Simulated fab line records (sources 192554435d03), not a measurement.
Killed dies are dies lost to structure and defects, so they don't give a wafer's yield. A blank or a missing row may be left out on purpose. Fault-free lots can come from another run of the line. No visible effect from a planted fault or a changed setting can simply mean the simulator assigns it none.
Problem report, 8D (eight disciplines) form, completed by code ; flow n5-finfet ; the parts of the form that need people (team, actions taken, sign-off) are left out

## 1. WHAT IS WRONG
killed_at_M4_up at N5_PASSIVATION_PROBE_49 reads a mean of 109 on 6 wafers of 2 lots; wafers without a fault read 15 with a standard deviation of 5.6. Relative to the usual mean, that is a shift of +17 standard deviations.
First observed at day 17 19:08: wafer L990.2, on prober-02. At this step, 6 wafers from 2 lots have a number in the record. Rule for "out", or "out of limits": more than 4 standard deviations from the usual mean. All remaining wafers that have a number are taken as sound.

## 2. WHAT THIS IS AND IS NOT
question;is;is not
which readings at this step;killed_at_M4_up;killed_at_M0_to_M3, killed-at-contacts, killed-at-other, killed-open, killed-short
which lots;L989, L990;-
which wafers of those lots;all that have a number;-
read on which tools;prober-02;-
when;from day 17 19:08;up to then (0 sound wafers)

## 3. SUSPECTS, AND WHAT RULES EACH OUT
Counting: a tool at a process step up to the reading stays a suspect if it ran every lot that is out and no sound lot after the first of them.
- pvd-sputter-03 at N5_BEOL_M4_SPUTTER_92 (material Cu, target thk 4.5 nm, time 8.29 s): kept. It ran every lot that is out, first L989 (day 12 23:19), and no sound lot after that.
- ald-hk-01 at N5_MIM_TOP_ALD_01 (deposits HfO2, target thk 5.6 nm, pulse time 1 s, purge time 3 s): kept. It ran every lot that is out, first L990 (day 17 19:08), and no sound lot after that. N5_MIM_TOP_ALD_01 gives no start for some lots, so the hours and the order of its lots are those of N5_PASSIVATION_PROBE_49.
- prober-02 at N5_PASSIVATION_PROBE_49: kept. It ran every lot that is out, first L990 (day 17 19:08), and no sound lot after that. Out on those wafers are its own readings of killed_at_M4_up.
Still standing after the count: pvd-sputter-03 at N5_BEOL_M4_SPUTTER_92, ald-hk-01 at N5_MIM_TOP_ALD_01, prober-02 at N5_PASSIVATION_PROBE_49.

## 4. THE CAUSE (what the simulator had put in)
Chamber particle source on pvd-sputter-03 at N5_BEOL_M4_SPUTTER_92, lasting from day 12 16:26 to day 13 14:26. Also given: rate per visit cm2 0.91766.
This tool is one of the 3 suspects left after counting.

## 5. SEQUENCE OF EFFECTS, ordered by route
One row per reading whose mean, taken over the struck wafers that have a number, lies over 3 standard deviations from the usual. Only readings for which the record gives a usual standard deviation are gone through. hours: the time from each lot's start at the first step in this table that gives one to its start at this step, as a median over the lots. sigmas: the change in usual standard deviations.
hours;step;reading;usual;on struck wafers;change;sigmas
0;N5_PASSIVATION_PROBE_49;defect-limited-yield;90.8 %;83.8;-7.0;-4.1
0;N5_PASSIVATION_PROBE_49;killed_at_M4_up;15;109;+94;+17
0;N5_PASSIVATION_PROBE_49;killed-dies;109;191;+82;+4.1
0;N5_PASSIVATION_PROBE_49;sort_bin_5_function;5.4 %;9.9;+4.5;+4.1
0;N5_PASSIVATION_PROBE_49;sort-n-pass;1071;989;-82;-4.1
0;N5_PASSIVATION_PROBE_49;sort-yield-pct;90.8 %;83.8;-7.0;-4.1
Here are the process steps it includes:
- N5_PASSIVATION_PROBE_49

## 6. HOW IT WOULD HAVE BEEN CAUGHT EARLIER
In this record no reading fell out of limits until day 17 19:08, 123 hours after the fault had begun at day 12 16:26.
No tool reading at N5_BEOL_M4_SPUTTER_92 that has a usual standard deviation in the record was out on any struck wafer, so an alarm limit of 4 standard deviations on those readings would not have fired.
The start of N5_BEOL_M4_SPUTTER_92 on pvd-sputter-03 came by day 17 19:08 for every one of the lots that are out (2). Holding the tool at that point would not have protected any of them.
